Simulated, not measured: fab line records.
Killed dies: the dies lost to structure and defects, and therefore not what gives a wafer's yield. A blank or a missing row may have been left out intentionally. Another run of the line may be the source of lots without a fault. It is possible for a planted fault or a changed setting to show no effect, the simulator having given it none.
Matching of chambers :: flow n5_finfet :: N5_BEOL_M10_CURE_72 on uv_cure-03 has 3 sister chambers
The step cures SiCOH lowk, time 120 s. 16 wafers are shown with their chamber, then 8 later ones without.

## EACH WAFER AND ITS CHAMBER
wafer: L076.1
chamber: 2
lamp_power_pct (%): 52.29
wafer_temp_C_max: 371.3

wafer: L076.2
chamber: 2
lamp_power_pct (%): 52.26
wafer_temp_C_max: 371.2

wafer: L076.6
chamber: 2
lamp_power_pct (%): 52.30
wafer_temp_C_max: 371.4

wafer: L075.2
chamber: 1
lamp_power_pct (%): 52.32
wafer_temp_C_max: 371.9

wafer: L075.3
chamber: 1
lamp_power_pct (%): 52.38
wafer_temp_C_max: 371.5

wafer: L075.5
chamber: 1
lamp_power_pct (%): 52.32
wafer_temp_C_max: 372.2

wafer: L085.1
chamber: 1
lamp_power_pct (%): 52.27
wafer_temp_C_max: 371.1

wafer: L085.3
chamber: 1
lamp_power_pct (%): 52.32
wafer_temp_C_max: 371.4

wafer: L085.6
chamber: 1
lamp_power_pct (%): 52.38
wafer_temp_C_max: 371.7

wafer: L086.1
chamber: 0
lamp_power_pct (%): 52.38
wafer_temp_C_max: 371.8

wafer: L086.3
chamber: 0
lamp_power_pct (%): 52.34
wafer_temp_C_max: 371.3

wafer: L086.5
chamber: 0
lamp_power_pct (%): 52.29
wafer_temp_C_max: 371.4

wafer: L088.3
chamber: 2
lamp_power_pct (%): 52.28
wafer_temp_C_max: 371.2

wafer: L088.5
chamber: 2
lamp_power_pct (%): 52.26
wafer_temp_C_max: 371.0

wafer: L088.6
chamber: 2
lamp_power_pct (%): 52.27
wafer_temp_C_max: 371.1

wafer: L092.2
chamber: 0
lamp_power_pct (%): 52.34
wafer_temp_C_max: 371.7

SIGNATURES (means of the wafers above)
reading: lamp_power_pct
chamber 0: 52.3375
chamber 1: 52.3317
chamber 2: 52.2767
scatter within a chamber: 0.0332

reading: wafer_temp_C_max
chamber 0: 371.550
chamber 1: 371.633
chamber 2: 371.200
scatter within a chamber: 0.281
Rule: for a wafer and a chamber, the distance is found by dividing, reading by reading, the gap between the wafer's reading and the chamber's mean by the reading's scatter, squaring, summing and taking the root. If the next closest chamber is less than 2 further off than the closest, the wafer can't be placed; otherwise it belongs to the closest. The scatter: the root of (the sum of the squares of (reading less its chamber's mean) over the shown wafers, divided by (wafers less chambers)).

## WAFERS WITH NO CHAMBER GIVEN
wafer: L092.3
lamp_power_pct (%): 52.34
wafer_temp_C_max: 372.2

wafer: L092.6
lamp_power_pct (%): 52.33
wafer_temp_C_max: 371.7

wafer: L090.1
lamp_power_pct (%): 52.34
wafer_temp_C_max: 372.1

wafer: L090.3
lamp_power_pct (%): 52.34
wafer_temp_C_max: 371.2

wafer: L090.5
lamp_power_pct (%): 52.24
wafer_temp_C_max: 371.8

wafer: L096.1
lamp_power_pct (%): 52.37
wafer_temp_C_max: 371.2

wafer: L096.3
lamp_power_pct (%): 52.27
wafer_temp_C_max: 371.1

wafer: L096.4
lamp_power_pct (%): 52.16
wafer_temp_C_max: 371.6

## CHAMBER TAKEN BY EACH
wafer: L092.3
from the rows above: can't be placed: 1 or 0
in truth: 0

wafer: L092.6
from the rows above: can't be placed: 1 or 0
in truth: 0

wafer: L090.1
from the rows above: can't be placed: 1 or 0
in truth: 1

wafer: L090.3
from the rows above: can't be placed: 0 or 1 or 2
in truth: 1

wafer: L090.5
from the rows above: can't be placed: 2 or 1 or 0
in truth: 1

wafer: L096.1
from the rows above: can't be placed: 0 or 1 or 2
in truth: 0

wafer: L096.3
from the rows above: 2
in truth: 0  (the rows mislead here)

wafer: L096.4
from the rows above: can't be placed: 2 or 1 or 0
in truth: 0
Correct placement for 0 of the 8. From these rows, 7 cannot be placed; in 7 the true chamber is one of the candidates. Placed wrongly: 1.
